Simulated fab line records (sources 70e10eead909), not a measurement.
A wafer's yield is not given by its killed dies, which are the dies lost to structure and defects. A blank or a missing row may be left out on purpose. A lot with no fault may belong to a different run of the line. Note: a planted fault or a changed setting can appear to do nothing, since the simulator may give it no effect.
Which tool did it?    flow nand-harc    24 lots with 72 wafers sampled at 5 steps, on a route of 1302 steps

WHAT EACH GAUGE READ, for each wafer
NHARC_A_CONTACT_INSPECT_71. Usual: raw-defect-count reads 77 (standard deviation 33).
lot   measured      on                 raw-defect-count  flag
L075  day 22 07:47  defect-inspect-01  99 114 108        
L076  day 22 18:51  defect-inspect-02  55 53 54          
L074  day 22 19:51  defect-inspect-01  14 17 16          
L077  day 22 22:01  defect-inspect-02  110 88 105        
L078  day 23 11:08  defect-inspect-01  56 70 72          
L082  day 24 16:37  defect-inspect-01  131 121 115       
L079  day 24 14:26  defect-inspect-02  65 77 88          
L080  day 24 19:43  defect-inspect-01  51 68 71          
L081  day 25 01:23  defect-inspect-01  82 71 71          
L083  day 25 16:40  defect-inspect-01  21 6 12           
L084  day 26 00:07  defect-inspect-02  44 36 39          
L085  day 26 03:36  defect-inspect-01  85 93 74          
L086  day 26 23:20  defect-inspect-02  89 83 86          
L088  day 27 20:59  defect-inspect-02  71 84 84          
L089  day 27 21:38  defect-inspect-01  108 99 116        
L087  day 28 03:34  defect-inspect-01  115 145 142       
L090  day 28 04:40  defect-inspect-01  102 103 112       
L092  day 29 11:13  defect-inspect-01  70 70 75          
L091  day 29 11:50  defect-inspect-01  130 102 108       
L093  day 29 18:53  defect-inspect-01  124 88 89         
L094  day 30 08:26  defect-inspect-01  25 33 25          
L095  day 30 12:24  defect-inspect-02  64 64 66          
L096  day 31 10:05  defect-inspect-02  104 79 105        
L097  day 31 16:58  defect-inspect-02  53 28 40          

NHARC_A_CONTACT_OVL_MEAS_09. Usual: overlay-x-nm -0.1 nm, standard deviation 0.78; overlay-y-nm 0.0 nm, standard deviation 0.72.
lot   measured      on          overlay-x-nm (nm)  overlay-y-nm (nm)  flag
L075  day 22 18:39  overlay-02  -0.8 -0.8 -0.8     -1.3 -0.7 -0.6     
L076  day 23 03:32  overlay-02  -0.6 -0.5 -0.8     0.3 -0.3 0.1       
L074  day 23 05:24  overlay-02  -0.2 -1.6 -1.1     -0.9 -1.1 -0.6     
L077  day 23 05:46  overlay-02  0.8 1.4 1.0        0.1 0.1 0.5        
L078  day 23 19:51  overlay-01  0.2 0.3 0.2        0.4 0.4 -0.1       
L082  day 25 01:14  overlay-01  0.4 0.0 0.5        0.5 1.4 0.5        
L079  day 24 22:07  overlay-02  0.0 -0.1 0.6       -0.1 -0.5 0.4      
L080  day 25 04:21  overlay-02  0.9 1.1 0.1        -0.6 -0.5 -1.2     
L081  day 25 10:31  overlay-01  -0.1 -0.3 -0.2     -0.4 0.1 0.1       
L083  day 26 01:48  overlay-02  -1.6 -1.6 -1.8     -0.5 -0.2 -0.4     
L084  day 26 07:43  overlay-01  -0.3 -0.3 0.1      -0.3 -0.4 0.2      
L085  day 26 13:44  overlay-01  1.7 1.8 0.3        -0.3 0.0 -0.4      
L086  day 27 08:51  overlay-02  -0.1 0.5 0.4       -0.3 -0.2 0.1      
L088  day 28 06:23  overlay-02  -0.8 -1.2 -1.0     0.2 0.5 0.4        
L089  day 28 07:16  overlay-02  -0.4 -0.7 -0.1     -1.0 -0.7 -0.5     
L087  day 28 11:20  overlay-02  0.2 0.7 0.7        1.1 1.6 1.5        
L090  day 28 13:11  overlay-01  -0.7 -1.2 -0.4     -0.2 -0.8 -0.9     
L092  day 29 20:26  overlay-02  -1.3 -0.7 -0.7     -0.9 -1.2 -1.2     
L091  day 29 20:52  overlay-02  0.8 0.6 0.8        -0.1 -0.8 -0.3     
L093  day 30 02:35  overlay-01  -0.3 -0.6 -0.3     1.0 1.6 1.3        
L094  day 30 16:43  overlay-01  0.4 0.3 0.7        -0.4 -0.4 -0.6     
L095  day 30 21:06  overlay-02  0.6 0.2 0.6        0.2 0.3 0.4        
L096  day 31 18:01  overlay-02  -0.4 -0.9 -0.9     0.7 1.2 1.2        
L097  day 32 05:16  overlay-02  -0.8 -0.5 -0.1     -0.4 -0.2 0.3      

TOOL THAT RAN EACH LOT (tool first, then ch and the chambers of the sampled wafers, then the start)
lot   NHARC_A_CONTACT_STRIP_55                       NHARC_A_CONTACT_DEP_58           NHARC_A_CONTACT_ETCH_124
L075  rie-diel-12 ch 2,3, day 22 06:56 or earlier    pecvd-03 ch 0,2, day 22 06:56    har-cap-etch-02 ch 0,1, day 22 09:28
L076  rie-diel-12 ch 0,1, day 22 18:02 or earlier    pecvd-04 ch 0,1, day 22 18:02    har-cap-etch-03 ch 0,1, day 22 20:34
L074  rie-diel-03 ch 0,1,3, day 22 19:01 or earlier  pecvd-03 ch 0,1, day 22 19:01    har-cap-etch-01 ch 0,1, day 22 21:29
L077  rie-diel-12 ch 1,2,3, day 22 21:11 or earlier  pecvd-01 ch 1,2, day 22 21:11    har-cap-etch-03 ch 0,1, day 22 23:43
L078  rie-diel-12 ch 0,2, day 23 10:17 or earlier    pecvd-03 ch 0,1,2, day 23 10:17  har-cap-etch-01 ch 0,1, day 23 12:44
L082  rie-diel-03 ch 0,3, day 24 15:55 or earlier    pecvd-04 ch 1,2, day 24 15:55    har-cap-etch-03 ch 0,1, day 24 18:31
L079  rie-diel-12 ch 0,2,3, day 24 13:43 or earlier  pecvd-04 ch 0,2, day 24 13:43    har-cap-etch-01 ch 0,1, day 24 16:02
L080  rie-diel-12 ch 1,2,3, day 24 18:53 or earlier  pecvd-04 ch 0,1,2, day 24 18:53  har-cap-etch-01 ch 0,1, day 24 21:39
L081  rie-diel-12 ch 0,2,3, day 25 00:34 or earlier  pecvd-01 ch 1,2, day 25 00:34    har-cap-etch-01 ch 1, day 25 04:07
L083  rie-diel-03 ch 2,3, day 25 16:00 or earlier    pecvd-03 ch 1,2, day 25 16:00    har-cap-etch-03 ch 0,1, day 25 18:18
L084  rie-diel-13 ch 1,2,3, day 25 23:19 or earlier  pecvd-01 ch 0,1, day 25 23:19    har-cap-etch-02 ch 0,1, day 26 01:47
L085  rie-diel-12 ch 1,2,3, day 26 02:56 or earlier  pecvd-04 ch 1,2, day 26 02:56    har-cap-etch-01 ch 0,1, day 26 05:15
L086  rie-diel-12 ch 0,3, day 26 22:37 or earlier    pecvd-01 ch 0,2, day 26 22:37    har-cap-etch-02 ch 0,1, day 27 01:01
L088  rie-diel-12 ch 0,1, day 27 20:13 or earlier    pecvd-03 ch 1,2, day 27 20:13    har-cap-etch-02 ch 0,1, day 27 22:38
L089  rie-diel-12 ch 0,2,3, day 27 20:48 or earlier  pecvd-04 ch 0,1, day 27 20:48    har-cap-etch-01 ch 0,1, day 27 23:20
L087  rie-diel-13 ch 0,1,2, day 28 02:38 or earlier  pecvd-04 ch 0,1, day 28 02:38    har-cap-etch-03 ch 0,1, day 28 05:11
L090  rie-diel-13 ch 0,2,3, day 28 03:49 or earlier  pecvd-01 ch 1,2, day 28 03:49    har-cap-etch-01 ch 0,1, day 28 07:02
L092  rie-diel-03 ch 1,3, day 29 10:22 or earlier    pecvd-04 ch 0,1,2, day 29 10:22  har-cap-etch-03 ch 0,1, day 29 12:50
L091  rie-diel-13 ch 1,2,3, day 29 10:59 or earlier  pecvd-03 ch 1,2, day 29 10:59    har-cap-etch-01 ch 0,1, day 29 13:47
L093  rie-diel-12 ch 0,1,2, day 29 18:02 or earlier  pecvd-04 ch 1,2, day 29 18:02    har-cap-etch-02 ch 0,1, day 29 20:29
L094  rie-diel-03 ch 2,3, day 30 07:37 or earlier    pecvd-04 ch 0,1, day 30 07:37    har-cap-etch-01 ch 0,1, day 30 10:29
L095  rie-diel-03 ch 2,3, day 30 11:34 or earlier    pecvd-04 ch 1,2, day 30 11:34    har-cap-etch-02 ch 0,1, day 30 14:05
L096  rie-diel-03 ch 0,2,3, day 31 09:25 or earlier  pecvd-04 ch 0,1,2, day 31 09:25  har-cap-etch-01 ch 0,1, day 31 11:46
L097  rie-diel-12 ch 0,1, day 31 16:15 or earlier    pecvd-04 ch 0,1, day 31 16:15    har-cap-etch-01 ch 0,1, day 31 18:39
- NHARC_A_CONTACT_STRIP_55: strips in O2.
- NHARC_A_CONTACT_DEP_58: deposits SiON, target thk 90 nm.
- NHARC_A_CONTACT_ETCH_124: etches the open film in C4F8/O2/Ar, time 140 s, target depth 700 nm.

WHAT THE TOOLS THEMSELVES READ (means of the sampled wafers that have a number; where no wafer has one, the mark that the record gives instead)
NHARC_A_CONTACT_STRIP_55. Usual: drypump-motor-current-A 5.8 A, standard deviation 0.44; oes-product-au 1.002 a.u., standard deviation 0.011; rf-vpp-V 57.6 V, standard deviation 0.83; showerhead-plenum-p-Torr 3.44 Torr, standard deviation 0.11; throttle-valve-pct 17.036 %, standard deviation 0.0083.
lot   tool         drypump-motor-current-A (A)  oes-product-au (a.u.)  rf-vpp-V (V)  showerhead-plenum-p-Torr (Torr)  throttle-valve-pct (%)  flag
L075  rie-diel-12  6.2                          1.008                  57.4          3.42                             17.048                  
L076  rie-diel-12  5.4                          1.008                  56.9          3.35                             17.038                  
L074  rie-diel-03  5.8                          1.010                  56.7          3.43                             17.036                  
L077  rie-diel-12  6.0                          1.005                  57.1          3.44                             17.038                  
L078  rie-diel-12  5.6                          1.008                  57.8          3.33                             17.036                  
L082  rie-diel-03  6.1                          1.009                  57.8          3.44                             17.035                  
L079  rie-diel-12  5.7                          1.004                  57.9          3.41                             17.035                  
L080  rie-diel-12  5.9                          1.001                  57.7          3.43                             17.041                  
L081  rie-diel-12  5.7                          1.000                  57.7          3.41                             17.040                  
L083  rie-diel-03  6.1                          1.018                  57.7          3.49                             17.034                  
L084  rie-diel-13  5.8                          0.994                  57.0          3.57                             17.041                  
L085  rie-diel-12  5.9                          0.999                  58.1          3.43                             17.038                  
L086  rie-diel-12  5.5                          0.989                  57.1          3.49                             17.037                  
L088  rie-diel-12  5.4                          1.011                  57.4          3.34                             17.022                  
L089  rie-diel-12  5.7                          1.006                  57.7          3.40                             17.040                  
L087  rie-diel-13  5.5                          0.989                  58.1          3.56                             17.043                  
L090  rie-diel-13  5.8                          0.994                  58.6          3.52                             17.034                  
L092  rie-diel-03  5.4                          0.997                  57.3          3.46                             17.036                  
L091  rie-diel-13  5.9                          0.991                  58.0          3.55                             17.040                  
L093  rie-diel-12  5.8                          0.999                  57.5          3.34                             17.034                  
L094  rie-diel-03  6.1                          1.002                  57.9          3.44                             17.037                  
L095  rie-diel-03  6.1                          0.993                  57.0          3.44                             17.043                  
L096  rie-diel-03  6.2                          1.009                  57.7          3.57                             17.047                  
L097  rie-diel-12  5.4                          1.000                  57.1          3.33                             17.037                  

NHARC_A_CONTACT_DEP_58. Usual: heater-power-w 808 W, standard deviation 86; showerhead-vpp-V 1121 V, standard deviation 73.
lot   tool      heater-power-w (W)  showerhead-vpp-V (V)  flag
L075  pecvd-03  706                 1161                  
L076  pecvd-04  757                 1063                  
L074  pecvd-03  800                 1175                  
L077  pecvd-01  859                 1205                  
L078  pecvd-03  763                 1175                  
L082  pecvd-04  914                 1056                  
L079  pecvd-04  775                 1067                  
L080  pecvd-04  861                 1062                  
L081  pecvd-01  875                 1236                  
L083  pecvd-03  750                 1134                  
L084  pecvd-01  819                 1179                  
L085  pecvd-04  876                 1062                  
L086  pecvd-01  781                 1218                  
L088  pecvd-03  778                 1131                  
L089  pecvd-04  778                 1082                  
L087  pecvd-04  723                 1071                  
L090  pecvd-01  843                 1187                  
L092  pecvd-04  866                 1056                  
L091  pecvd-03  789                 1131                  
L093  pecvd-04  888                 1046                  
L094  pecvd-04  734                 1071                  
L095  pecvd-04  904                 1045                  
L096  pecvd-04  833                 1079                  
L097  pecvd-04  808                 1057                  

THE ANSWER, worked out from the rows above alone
Rule: a lot counts as off when the mean over its wafers that have a number is more than 3 standard deviations away from the usual mean. Also off: a lot with no number at a reading for which 4 or more lots have one. The other lots that the step has rows for count as sound. The gauges are gone through in route order, then the tools' own readings, and for those a lot's mean is taken as printed above. The first step at which some lot is off is used, and at that step the reading that is off furthest; a lot without a number counts as furthest.
No lot is off on any of the readings shown, so nothing can be concluded from this.

WHAT WAS PUT IN BY THE SIMULATOR
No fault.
